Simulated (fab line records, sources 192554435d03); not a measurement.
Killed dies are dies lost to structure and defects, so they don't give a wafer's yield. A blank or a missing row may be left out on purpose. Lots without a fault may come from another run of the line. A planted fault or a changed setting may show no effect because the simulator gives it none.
Split-lot experiment | flow n5_finfet | 7 lots, 21 wafers read, on a route of 1938 steps

THE SPLIT
At N5_PASSIVATION_ETCH_59 (etches TaN in Cl2/BCl3, target depth 65 nm, time 34.9 s), the setting time_s was moved away from the recipe's 34.9 s on 9 of the 21 wafers read, by -16.6% to +16.9%. The other wafers ran this setting at the recipe's value.

The reading is taken at the split's own step.

THE READING
etch.depth_nm (the simulator's own value, which no gauge read), in nm, at N5_PASSIVATION_ETCH_59 (etches TaN in Cl2/BCl3, target depth 65 nm, time 34.9 s). The file gives no usual value for it. The 12 wafers here that ran the recipe average 64.85 nm, standard deviation 0.77 nm.

wafer  | tool, chamber at the split | time_s as run, s | against the recipe | etch.depth_nm, nm | against lot-mates on the recipe
L076.3 | rie_metal-03, 1            | 29.87            | -14.4%             | 55.52             | -8.67
L076.5 | rie_metal-03, 1            | 34.9             | recipe             | 64.19             | -
L076.6 | rie_metal-03, 0            | 29.87            | -14.4%             | 55.47             | -8.72
L077.1 | rie_metal-01, 0            | 34.9             | recipe             | 63.86             | -
L077.3 | rie_metal-01, 0            | 29.1             | -16.6%             | 52.93             | -10.93
L077.4 | rie_metal-01, 1            | 29.1             | -16.6%             | 54.42             | -9.44
L079.2 | rie_metal-01, 1            | 34.9             | recipe             | 64.97             | -
L079.4 | rie_metal-01, 1            | 34.9             | recipe             | 64.74             | -
L079.6 | rie_metal-01, 0            | 34.9             | recipe             | 63.25             | -
L080.3 | rie_metal-03, 0            | 38.16            | +9.3%              | 71.68             | +6.66
L080.4 | rie_metal-03, 1            | 34.9             | recipe             | 64.62             | -
L080.6 | rie_metal-03, 0            | 34.9             | recipe             | 65.42             | -
L083.3 | rie_metal-03, 0            | 34.9             | recipe             | 66.07             | -
L083.4 | rie_metal-03, 1            | 34.9             | recipe             | 64.73             | -
L083.5 | rie_metal-03, 0            | 34.9             | recipe             | 65.69             | -
L092.1 | rie_metal-02, 1            | 32.36            | -7.3%              | 60.82             | -4.47
L092.4 | rie_metal-02, 1            | 32.36            | -7.3%              | 61.14             | -4.15
L092.5 | rie_metal-02, 1            | 34.9             | recipe             | 65.29             | -
L097.4 | rie_metal-01, 1            | 34.9             | recipe             | 65.41             | -
L097.5 | rie_metal-01, 0            | 40.8             | +16.9%             | 75.13             | +9.72
L097.6 | rie_metal-01, 1            | 40.8             | +16.9%             | 76.52             | +11.11

THE FIT
A straight line over all 21 wafers: etch.depth_nm changes by +0.655 nm for each +1% of time_s; r = +0.99; the points scatter about the line by 0.77 nm.
The same after taking each lot's own level away (the mean of its wafers on the recipe; 21 wafers): +0.617 nm for each +1%; r = +1.00; scatter 0.56 nm.
On that fit, the largest move of time_s shifts the reading by 10 nm.
The lots' own levels span 63.860 to 65.497 nm, that is 2.1 times the standard deviation above.
So the lot-to-lot level changes the slope little: the two slopes agree.
Check: with one of the wafers moved furthest among these (+16.9%) left out of the fit, the line predicts +10.8 nm for it against its lot-mates. It came out at +9.72 nm against them.

OTHER SPLITS ON THESE WAFERS
These wafers also went through other splits before the reading. Each is held against what the fit with the lots' levels taken away leaves over:
other split on the same wafers    | wafers away from the commonest value | r with etch.depth_nm (lot level and that fit taken away)
N5_BEOL_M13_EXPOSE_25 dose_mj     | 7                                    | -0.06
N5_BEOL_M14_TRENCH_ETCH_34 time_s | 6                                    | -0.17
N5_BEOL_M15_TRENCH_ETCH_34 bias_w | 4                                    | +0.30
N5_PASSIVATION_EXPOSE_27 dose_mj  | 5                                    | +0.05

THE FILE'S OWN FIT
etch.depth_nm changes by +0.62 nm for each +1% of time_s, r = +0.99.
